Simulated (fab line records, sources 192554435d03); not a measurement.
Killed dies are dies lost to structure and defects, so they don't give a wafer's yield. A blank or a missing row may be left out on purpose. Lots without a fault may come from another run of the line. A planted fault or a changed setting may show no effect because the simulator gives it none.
Chamber matching | flow n5_finfet | N5_BEOL_M6_CURE_74 on uv_cure-02: 3 sister chambers
The step cures SiCOH lowk, time 240 s. 3 wafers are shown with their chamber, then 12 later ones without.

WAFERS WITH THEIR CHAMBER
wafer  | chamber | wafer_temp_C_max
L083.5 | 1       | 387.3
L084.6 | 2       | 387.3
L087.6 | 0       | 387.7

WAFERS WITHOUT THEIR CHAMBER
wafer  | wafer_temp_C_max
L092.2 | 386.0
L092.5 | 386.8
L092.6 | 386.6
L094.4 | 386.5
L094.5 | 386.3
L094.6 | 386.4
L095.1 | 387.3
L095.3 | 386.5
L095.6 | 386.5
L095.2 | 386.3
L095.4 | 386.8
L095.5 | 386.4

WHICH CHAMBER EACH WENT THROUGH
wafer  | from the rows above          | in truth
L092.2 | can't be placed: 1 or 2 or 0 | 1
L092.5 | can't be placed: 1 or 2 or 0 | 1
L092.6 | can't be placed: 1 or 2 or 0 | 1
L094.4 | can't be placed: 1 or 2 or 0 | 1
L094.5 | can't be placed: 1 or 2 or 0 | 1
L094.6 | can't be placed: 1 or 2 or 0 | 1
L095.1 | can't be placed: 1 or 2 or 0 | 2
L095.3 | can't be placed: 1 or 2 or 0 | 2
L095.6 | can't be placed: 1 or 2 or 0 | 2
L095.2 | can't be placed: 1 or 2 or 0 | 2
L095.4 | can't be placed: 1 or 2 or 0 | 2
L095.5 | can't be placed: 1 or 2 or 0 | 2
Placed correctly: 0 of 12. Can't be placed from these rows: 12 (the true chamber is among the candidates in 12). Placed wrongly: 0.
How it was worked out, from the rows above alone: a wafer's distance from a chamber is the root of the sum, over the readings, of the square of ((its reading less the chamber's mean) divided by the reading's scatter). The wafer belongs to the nearest chamber; if the next one is less than 2 further off, it can't be placed. A chamber's mean is the mean of its shown wafers. The scatter: with one shown wafer a chamber, the root of the mean of the squares of how far each hidden wafer lies from its nearest shown one.
